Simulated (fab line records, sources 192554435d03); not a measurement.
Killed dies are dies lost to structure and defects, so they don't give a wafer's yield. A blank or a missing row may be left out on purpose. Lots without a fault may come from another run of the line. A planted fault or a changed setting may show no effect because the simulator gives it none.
fab line records | flow n5_finfet
record lots=24 wafers=72 last_day=18
route steps=1938 shown BEOL_M4@1078 BEOL_M5@1126
lots that met no fault: from a run of the same line without faults
start_h: hours from the record's first day to the start of the lot's first wafer shown | wait_h: hours since the lot's step before | " the same as in the row above | L1.1+2: a row that stands for several wafers | - no value, or no start given | * or withheld: withheld | < > ~ a bound
route shown NAME@n: a module of which the file shows steps, and the number in the route of the first | usual: mean/standard deviation of fault-free wafers | same: alike in all rows | chamber/n: place in a boat | sites: the reading at each site | _std_site: their standard deviation | _edge_site: outer sites' mean less inner sites' | radius_mm: how far each site lies from the wafer's centre | mask NAME#n: copy n | behind: the tool/chamber that last shaped the wafer | hold: why the lot was held/for how many hours/how that ended | device: the transistor (n, p or np) that didn't switch | end of line: the same wafers' tests at the end of the route | a step without rows: its recipe alone | killed: dies lost to structure and defects at the first sort, not the wafer's yield | map: a wafer's dies, x killed, . not, _ none there
set.NAME: the setting as run; set.NAME@STEP: as run at that earlier step | model.NAME: the simulator's own value behind a step, which no gauge read
steps of the route over a sample of lots; a table a step, a row a wafer
services: from which hour (start_h, from the record's first day; less than 0 if before it) a tool's chamber was out of use, for how many hours, and why
## steps
# step N5_BEOL_M4_CD_MEAS_35
# recipe target_cd_nm=18 target_cd_y_nm=22.4 polarity=opening
# usual cd_nm=18.0/0.34
# columns lot.wafer tool chamber start_h wait_h cd_nm
L074.2 cd_sem-02 - 161.55 0.0 17.8
L074.3 " - " " 17.8
L074.6 " - " " 17.3
L076.1 cd_sem-01 - 165.10 0.0 17.8
L076.4 " - " " 17.9
L076.6 " - " " 17.7
L075.2 cd_sem-03 - 168.32 0.0 17.8
L075.5 " - " " 18.4
L075.6 " - " " 18.1
L077.2 cd_sem-03 - 174.67 0.0 18.3
L077.5 " - " " 17.9
L077.6 " - " " 17.7
L078.1 cd_sem-02 - 175.76 0.0 16.9
L078.3 " - " " 17.7
L078.5 " - " " 17.8
L079.1 cd_sem-02 - 185.85 0.0 17.9
L079.2 " - " " 17.7
L079.4 " - " " 18.2
L080.1 cd_sem-03 - 199.37 0.0 18.6
L080.3 " - " " 17.9
L080.4 " - " " 17.4
L082.2 cd_sem-03 - 203.71 0.0 18.1
L082.4 " - " " 17.7
L082.6 " - " " 18.3
L081.1 cd_sem-02 - 203.83 0.0 17.9
L081.3 " - " " 18.0
L081.5 " - " " 17.8
L083.1 cd_sem-02 - 211.63 0.0 17.8
L083.5 " - " " 18.5
L083.6 " - " " 17.5
L084.3 cd_sem-03 - 223.24 0.0 17.7
L084.4 " - " " 17.9
L084.5 " - " " 18.5
L085.1 cd_sem-03 - 229.80 0.0 18.0
L085.4 " - " " 17.8
L085.5 " - " " 18.2
L086.1 cd_sem-02 - 234.77 0.0 18.7
L086.2 " - " " 18.2
L086.5 " - " " 17.6
L087.3 cd_sem-03 - 238.84 0.0 18.7
L087.4 " - " " 18.1
L087.6 " - " " 18.2
L088.2 cd_sem-02 - 239.14 0.0 17.7
L088.3 " - " " 18.0
L088.5 " - " " 17.9
L089.1 cd_sem-01 - 248.42 0.0 17.5
L089.2 " - " " 18.1
L089.4 " - " " 18.3
L090.3 cd_sem-01 - 258.18 0.0 18.3
L090.4 " - " " 18.2
L090.6 " - " " 17.6
L091.1 cd_sem-02 - 269.40 0.0 18.4
L091.3 " - " " 18.3
L091.4 " - " " 17.9
L092.2 cd_sem-02 - 269.63 0.0 18.3
L092.4 " - " " 18.3
L092.6 " - " " 18.0
L093.2 cd_sem-02 - 284.71 0.0 18.4
L093.5 " - " " 17.9
L093.6 " - " " 18.2
L095.1 cd_sem-01 - 293.03 0.0 17.6
L095.3 " - " " 18.1
L095.4 " - " " 18.1
L096.2 cd_sem-03 - 294.73 0.0 18.2
L096.3 " - " " 18.3
L096.4 " - " " 18.3
L094.1 cd_sem-03 - 295.89 0.0 18.8
L094.4 " - " " 17.6
L094.6 " - " " 18.1
L097.1 cd_sem-02 - 308.73 0.0 17.7
L097.2 " - " " 17.7
L097.6 " - " " 17.5
# step N5_BEOL_M4_ANNEAL_82
# recipe temp_c=400 time_s=240 ambient=vacuum
# usual heater_power_w=834/65 susceptor_temp_C_max=400.9/0.32
# columns lot.wafer tool chamber start_h wait_h heater_power_w susceptor_temp_C_max
L074.2 pvd_sputter-01 - 162.90 0.0 894 401.3
L074.3 " - " " 751 400.4
L074.6 " - " " 892 400.6
L076.1 pvd_sputter-01 - 166.96 0.0 866 401.0
L076.4 " - " " 779 400.1
L076.6 " - " " 733 400.2
L075.2 pvd_sputter-03 - 170.96 0.0 818 400.6
L075.5 " - " " 887 400.6
L075.6 " - " " 811 400.7
L077.2 pvd_sputter-02 - 176.77 0.0 839 401.5
L077.5 " - " " 827 400.9
L077.6 " - " " 794 401.0
L078.1 pvd_sputter-01 - 179.09 0.0 891 400.9
L078.3 " - " " 736 400.8
L078.5 " - " " 778 400.5
L079.1 pvd_sputter-03 - 188.08 0.0 789 400.9
L079.2 " - " " 813 400.9
L079.4 " - " " 791 401.2
L080.1 pvd_sputter-02 - 200.97 0.0 800 401.2
L080.3 " - " " 781 400.7
L080.4 " - " " 934 400.9
L082.2 pvd_sputter-01 - 205.52 0.0 726 400.9
L082.4 " - " " 889 400.8
L082.6 " - " " 988 400.5
L081.1 pvd_sputter-02 - 206.40 0.0 781 400.8
L081.3 " - " " 838 401.0
L081.5 " - " " 927 400.7
L083.1 pvd_sputter-02 - 213.48 0.0 832 401.4
L083.5 " - " " 818 401.0
L083.6 " - " " 913 400.7
L084.3 pvd_sputter-01 - 224.52 0.0 886 401.3
L084.4 " - " " 763 401.1
L084.5 " - " " 771 400.6
L085.1 pvd_sputter-01 - 233.76 0.0 775 400.4
L085.4 " - " " 992 401.3
L085.5 " - " " 766 400.4
L086.1 pvd_sputter-02 - 236.43 0.0 838 400.8
L086.2 " - " " 782 401.2
L086.5 " - " " 763 401.0
L087.3 pvd_sputter-01 - 240.56 0.0 772 400.4
L087.4 " - " " 760 400.8
L087.6 " - " " 769 400.6
L088.2 pvd_sputter-03 - 242.48 0.0 899 400.5
L088.3 " - " " 799 401.4
L088.5 " - " " 811 401.4
L089.1 pvd_sputter-01 - 251.69 0.0 875 401.2
L089.2 " - " " 774 400.7
L089.4 " - " " 716 401.2
L090.3 pvd_sputter-03 - 260.47 0.0 761 401.0
L090.4 " - " " 817 401.2
L090.6 " - " " 816 400.9
L091.1 pvd_sputter-02 - 271.63 0.0 843 400.7
L091.3 " - " " 833 400.6
L091.4 " - " " 911 400.9
L092.2 pvd_sputter-03 - 273.35 0.0 777 400.5
L092.4 " - " " 809 400.9
L092.6 " - " " 797 401.5
L093.2 pvd_sputter-02 - 287.13 0.0 927 400.5
L093.5 " - " " 815 401.5
L093.6 " - " " 778 401.0
L095.1 pvd_sputter-02 - 294.21 0.0 802 401.1
L095.3 " - " " 777 400.5
L095.4 " - " " 928 400.3
L096.2 pvd_sputter-02 - 296.17 0.0 843 401.1
L096.3 " - " " 901 400.7
L096.4 " - " " 823 400.6
L094.1 pvd_sputter-02 - 298.25 0.0 838 401.6
L094.4 " - " " 811 400.8
L094.6 " - " " 905 400.7
L097.1 pvd_sputter-03 - 310.21 0.0 881 401.2
L097.2 " - " " 778 400.3
L097.6 " - " " 805 400.9
# step N5_BEOL_M4_SPUTTER_90
# recipe material=Cu target_thk_a=45 temp_c=-20 chamber_pressure_pa=0.07 power_w=withheld time_s=8.29
# usual throttle_valve_pct=29.8/0.94
# columns lot.wafer tool chamber start_h wait_h throttle_valve_pct
L074.2 pvd_sputter-01 - 163.48 0.1 30.5
L074.3 " - " " 29.7
L074.6 " - " " 30.4
L076.1 pvd_sputter-01 - 167.54 0.1 30.6
L076.4 " - " " 31.3
L076.6 " - " " 29.5
L075.2 pvd_sputter-03 - 171.54 0.1 28.7
L075.5 " - " " 29.4
L075.6 " - " " 28.5
L077.2 pvd_sputter-02 - 177.35 0.1 29.2
L077.5 " - " " 28.5
L077.6 " - " " 29.3
L078.1 pvd_sputter-01 - 179.67 0.1 30.5
L078.3 " - " " 29.3
L078.5 " - " " 31.3
L079.1 pvd_sputter-03 - 188.66 0.1 30.8
L079.2 " - " " 28.6
L079.4 " - " " 31.6
L080.1 pvd_sputter-02 - 201.55 0.1 28.7
L080.3 " - " " 29.2
L080.4 " - " " 29.5
L082.2 pvd_sputter-01 - 206.10 0.1 29.2
L082.4 " - " " 30.2
L082.6 " - " " 30.2
L081.1 pvd_sputter-02 - 206.98 0.1 29.2
L081.3 " - " " 29.0
L081.5 " - " " 29.4
L083.1 pvd_sputter-02 - 214.06 0.1 28.7
L083.5 " - " " 28.6
L083.6 " - " " 29.1
L084.3 pvd_sputter-01 - 225.10 0.1 30.2
L084.4 " - " " 29.6
L084.5 " - " " 31.5
L085.1 pvd_sputter-01 - 234.34 0.1 31.2
L085.4 " - " " 30.0
L085.5 " - " " 31.4
L086.1 pvd_sputter-02 - 237.01 0.1 28.5
L086.2 " - " " 29.4
L086.5 " - " " 29.0
L087.3 pvd_sputter-01 - 241.14 0.1 31.5
L087.4 " - " " 29.7
L087.6 " - " " 31.4
L088.2 pvd_sputter-03 - 243.06 0.1 29.6
L088.3 " - " " 31.8
L088.5 " - " " 31.5
L089.1 pvd_sputter-01 - 252.27 0.1 30.5
L089.2 " - " " 31.4
L089.4 " - " " 29.4
L090.3 pvd_sputter-03 - 261.05 0.1 30.8
L090.4 " - " " 28.5
L090.6 " - " " 28.6
L091.1 pvd_sputter-02 - 272.28 0.1 29.0
L091.3 " - " " 28.4
L091.4 " - " " 29.4
L092.2 pvd_sputter-03 - 273.93 0.1 30.6
L092.4 " - " " 28.6
L092.6 " - " " 31.6
L093.2 pvd_sputter-02 - 287.71 0.1 29.2
L093.5 " - " " 28.5
L093.6 " - " " 29.2
L095.1 pvd_sputter-02 - 294.79 0.1 28.7
L095.3 " - " " 29.2
L095.4 " - " " 29.1
L096.2 pvd_sputter-02 - 296.75 0.1 28.9
L096.3 " - " " 29.3
L096.4 " - " " 28.6
L094.1 pvd_sputter-02 - 298.83 0.1 29.2
L094.4 " - " " 28.6
L094.6 " - " " 29.4
L097.1 pvd_sputter-03 - 310.79 0.1 29.7
L097.2 " - " " 30.5
L097.6 " - " " 31.5
# step N5_BEOL_M4_SPUTTER_94
# recipe material=Cu target_thk_a=45 temp_c=-20 chamber_pressure_pa=0.07 power_w=withheld time_s=8.29
# usual throttle_valve_pct=29.8/0.93
# columns lot.wafer tool chamber start_h wait_h throttle_valve_pct
L074.2 pvd_sputter-01 - 163.92 0.1 30.1
L074.3 " - " " 29.3
L074.6 " - " " 30.2
L076.1 pvd_sputter-01 - 167.98 0.1 30.2
L076.4 " - " " 31.1
L076.6 " - " " 29.1
L075.2 pvd_sputter-03 - 171.98 0.1 28.6
L075.5 " - " " 29.6
L075.6 " - " " 28.6
L077.2 pvd_sputter-02 - 177.79 0.1 29.4
L077.5 " - " " 28.7
L077.6 " - " " 29.3
L078.1 pvd_sputter-01 - 180.11 0.1 30.3
L078.3 " - " " 29.3
L078.5 " - " " 31.4
L079.1 pvd_sputter-03 - 189.10 0.1 30.5
L079.2 " - " " 28.5
L079.4 " - " " 31.7
L080.1 pvd_sputter-02 - 201.99 0.1 28.8
L080.3 " - " " 29.6
L080.4 " - " " 29.4
L082.2 pvd_sputter-01 - 206.54 0.1 29.3
L082.4 " - " " 30.1
L082.6 " - " " 30.0
L081.1 pvd_sputter-02 - 207.42 0.1 29.3
L081.3 " - " " 28.8
L081.5 " - " " 29.3
L083.1 pvd_sputter-02 - 214.50 0.1 28.8
L083.5 " - " " 28.8
L083.6 " - " " 29.1
L084.3 pvd_sputter-01 - 225.54 0.1 30.4
L084.4 " - " " 29.4
L084.5 " - " " 31.4
L085.1 pvd_sputter-01 - 234.78 0.1 31.3
L085.4 " - " " 30.3
L085.5 " - " " 31.5
L086.1 pvd_sputter-02 - 237.45 0.1 28.5
L086.2 " - " " 29.3
L086.5 " - " " 29.2
L087.3 pvd_sputter-01 - 241.58 0.1 31.2
L087.4 " - " " 29.5
L087.6 " - " " 31.5
L088.2 pvd_sputter-03 - 243.50 0.1 29.9
L088.3 " - " " 32.0
L088.5 " - " " 31.9
L089.1 pvd_sputter-01 - 252.71 0.1 30.1
L089.2 " - " " 31.5
L089.4 " - " " 29.4
L090.3 pvd_sputter-03 - 261.49 0.1 30.4
L090.4 " - " " 28.7
L090.6 " - " " 28.7
L091.1 pvd_sputter-02 - 272.77 0.1 29.2
L091.3 " - " " 28.8
L091.4 " - " " 29.4
L092.2 pvd_sputter-03 - 274.37 0.1 30.7
L092.4 " - " " 28.9
L092.6 " - " " 31.6
L093.2 pvd_sputter-02 - 288.15 0.1 29.4
L093.5 " - " " 28.8
L093.6 " - " " 29.4
L095.1 pvd_sputter-02 - 295.23 0.1 28.5
L095.3 " - " " 29.5
L095.4 " - " " 29.5
L096.2 pvd_sputter-02 - 297.19 0.1 29.2
L096.3 " - " " 29.5
L096.4 " - " " 28.7
L094.1 pvd_sputter-02 - 299.27 0.1 28.8
L094.4 " - " " 28.3
L094.6 " - " " 29.3
L097.1 pvd_sputter-03 - 311.23 0.1 29.5
L097.2 " - " " 30.7
L097.6 " - " " 31.6
# step N5_BEOL_M4_DEP_57
# recipe material=SiCN target_thk_a=80 temp_c=withheld precursor=3MS/NH3 pressure_torr=3 rf_w=202 time_s=14
# usual showerhead_plenum_p_Torr=3.658/0.01 showerhead_vpp_V=850/42 throttle_valve_pct=8.8/0.36
# columns lot.wafer tool chamber start_h wait_h showerhead_plenum_p_Torr showerhead_vpp_V throttle_valve_pct
L074.2 pecvd-03 0 165.25 0.0 3.652 829 8.8
L074.3 " 1 " " 3.665 839 9.1
L074.6 " 2 " " 3.664 829 9.1
L076.1 pecvd-01 0 169.18 0.0 3.646 754 9.2
L076.4 " 2 " " 3.667 882 7.8
L076.6 " 0 " " 3.632 755 9.3
L075.2 pecvd-04 2 173.25 0.0 3.664 894 7.9
L075.5 " 2 " " 3.664 895 8.2
L075.6 " 0 " " 3.657 935 9.1
L077.2 pecvd-04 0 178.99 0.0 3.674 928 9.0
L077.5 " 0 " " 3.671 918 8.9
L077.6 " 2 " " 3.668 897 8.3
L078.1 pecvd-04 2 181.38 0.0 3.669 897 8.3
L078.3 " 0 " " 3.668 928 9.0
L078.5 " 0 " " 3.665 927 8.9
L079.1 pecvd-03 1 190.31 0.0 3.657 843 8.8
L079.2 " 2 " " 3.665 845 9.0
L079.4 " 2 " " 3.666 843 8.8
L080.1 pecvd-03 2 203.21 0.0 3.660 839 9.0
L080.3 " 1 " " 3.667 841 9.0
L080.4 " 2 " " 3.668 846 9.0
L082.2 pecvd-04 2 207.75 0.0 3.663 888 8.2
L082.4 " 0 " " 3.672 928 9.1
L082.6 " 2 " " 3.659 904 8.0
L081.1 pecvd-01 2 209.30 0.0 3.647 869 7.9
L081.3 " 1 " " 3.655 822 9.1
L081.5 " 2 " " 3.653 876 8.2
L083.1 pecvd-04 1 216.14 0.0 3.657 870 8.9
L083.5 " 0 " " 3.676 934 9.1
L083.6 " 2 " " 3.652 879 8.4
L084.3 pecvd-03 0 226.74 0.0 3.650 826 9.1
L084.4 " 1 " " 3.652 833 8.8
L084.5 " 2 " " 3.666 849 8.8
L085.1 pecvd-01 2 236.01 0.0 3.660 880 8.3
L085.4 " 0 " " 3.635 751 9.1
L085.5 " 2 " " 3.666 882 8.4
L086.1 pecvd-01 0 238.65 0.0 3.628 760 9.4
L086.2 " 1 " " 3.653 823 9.1
L086.5 " 0 " " 3.635 756 9.1
L087.3 pecvd-01 1 242.80 0.0 3.652 825 9.3
L087.4 " 0 " " 3.632 756 9.1
L087.6 " 1 " " 3.656 830 9.0
L088.2 pecvd-03 0 244.85 0.0 3.641 827 8.9
L088.3 " 2 " " 3.666 829 9.1
L088.5 " 0 " " 3.652 822 8.8
L089.1 pecvd-03 2 253.91 0.0 3.659 847 9.0
L089.2 " 1 " " 3.670 844 9.1
L089.4 " 0 " " 3.650 830 8.9
L090.3 pecvd-03 0 262.69 0.0 3.654 823 9.0
L090.4 " 2 " " 3.666 834 9.1
L090.6 " 1 " " 3.659 827 8.9
L091.1 pecvd-03 2 274.03 0.0 3.665 850 9.0
L091.3 " 0 " " 3.649 823 8.8
L091.4 " 1 " " 3.662 853 9.1
L092.2 pecvd-03 1 275.59 0.0 3.661 853 8.9
L092.4 " 1 " " 3.663 855 9.2
L092.6 " 0 " " 3.656 818 9.0
L093.2 pecvd-04 1 289.35 0.0 3.661 852 8.7
L093.5 " 2 " " 3.664 887 8.5
L093.6 " 0 " " 3.669 929 9.2
L095.1 pecvd-01 0 296.50 0.0 3.640 756 9.4
L095.3 " 2 " " 3.664 896 8.1
L095.4 " 2 " " 3.668 892 8.1
L096.2 pecvd-03 0 298.39 0.0 3.651 826 9.0
L096.3 " 1 " " 3.664 858 8.9
L096.4 " 1 " " 3.662 836 9.0
L094.1 pecvd-03 1 300.67 0.0 3.653 854 8.8
L094.4 " 2 " " 3.661 839 8.8
L094.6 " 1 " " 3.653 831 8.8
L097.1 pecvd-04 2 312.44 0.0 3.657 906 8.2
L097.2 " 1 " " 3.659 855 8.9
L097.6 " 2 " " 3.664 884 8.2
# step N5_BEOL_M5_CD_MEAS_11
# recipe target_cd_nm=27.74 landing_energy_ev=500 detector=se_inlens
# usual cd_nm=28.12/0.24
# columns lot.wafer tool chamber start_h wait_h cd_nm
L074.2 cd_sem-01 0 168.94 - 28.19
L074.3 " 0 " " 28.22
L074.6 " 0 " " 28.15
L076.1 cd_sem-03 0 172.77 - 27.97
L076.4 " 0 " " 28.35
L076.6 " 0 " " 28.36
L075.2 cd_sem-02 0 175.92 - 28.09
L075.5 " 0 " " 27.91
L075.6 " 0 " " 27.66
L077.2 cd_sem-03 0 181.64 - 27.87
L077.5 " 0 " " 27.93
L077.6 " 0 " " 28.07
L078.1 cd_sem-02 0 184.04 - 27.83
L078.3 " 0 " " 27.67
L078.5 " 0 " " 27.76
L079.1 cd_sem-01 0 193.53 - 28.06
L079.2 " 0 " " 27.94
L079.4 " 0 " " 28.15
L080.1 cd_sem-02 0 206.39 - 28.17
L080.3 " 0 " " 28.38
L080.4 " 0 " " 28.04
L082.2 cd_sem-01 0 211.83 - 28.65
L082.4 " 0 " " 28.36
L082.6 " 0 " " 28.01
L081.1 cd_sem-01 0 211.98 - 28.00
L081.3 " 0 " " 28.52
L081.5 " 0 " " 28.00
L083.1 cd_sem-03 0 220.56 - 28.32
L083.5 " 0 " " 28.37
L083.6 " 0 " " 28.54
L084.3 cd_sem-01 0 229.89 - 27.82
L084.4 " 0 " " 28.04
L084.5 " 0 " " 28.08
L085.1 cd_sem-02 0 238.92 - 27.94
L085.4 " 0 " " 28.22
L085.5 " 0 " " 27.91
L086.1 cd_sem-02 0 242.59 - 28.18
L086.2 " 0 " " 27.91
L086.5 " 0 " " 28.16
L087.3 cd_sem-01 0 246.41 - 27.97
L087.4 " 0 " " 28.03
L087.6 " 0 " " 28.24
L088.2 cd_sem-01 0 247.55 - 27.58
L088.3 " 0 " " 27.68
L088.5 " 0 " " 27.44
L089.1 cd_sem-01 0 257.21 - 28.05
L089.2 " 0 " " 28.11
L089.4 " 0 " " 28.17
L090.3 cd_sem-01 0 266.29 - 28.09
L090.4 " 0 " " 28.05
L090.6 " 0 " " 27.87
L091.1 cd_sem-01 0 276.51 - 28.52
L091.3 " 0 " " 28.35
L091.4 " 0 " " 27.92
L092.2 cd_sem-01 0 279.49 - 28.31
L092.4 " 0 " " 27.99
L092.6 " 0 " " 28.32
L093.2 cd_sem-01 0 292.21 - 28.22
L093.5 " 0 " " 27.99
L093.6 " 0 " " 28.44
L095.1 cd_sem-02 0 298.85 - 28.03
L095.3 " 0 " " 28.44
L095.4 " 0 " " 27.98
L096.2 cd_sem-02 0 300.80 - 27.99
L096.3 " 0 " " 28.27
L096.4 " 0 " " 28.00
L094.1 cd_sem-03 0 303.70 - 28.11
L094.4 " 0 " " 28.08
L094.6 " 0 " " 28.14
L097.1 cd_sem-01 0 315.37 - 28.04
L097.2 " 0 " " 28.26
L097.6 " 0 " " 28.10
## services
# columns tool chamber start_h hours kind
pecvd-01 0 166.99 2.1 scheduled_down
pecvd-03 0 188.27 5.0 repair
pecvd-03 0 202.08 2.1 scheduled_down
pecvd-03 - 230.62 5.5 pm
pecvd-04 1 265.09 6.4 repair
pecvd-04 0 266.24 2.1 scheduled_down
pecvd-01 1 298.30 2.1 scheduled_down
pecvd-04 0 302.31 12.1 repair
pvd_sputter-01 - 310.44 9.1 repair
## key
fault none
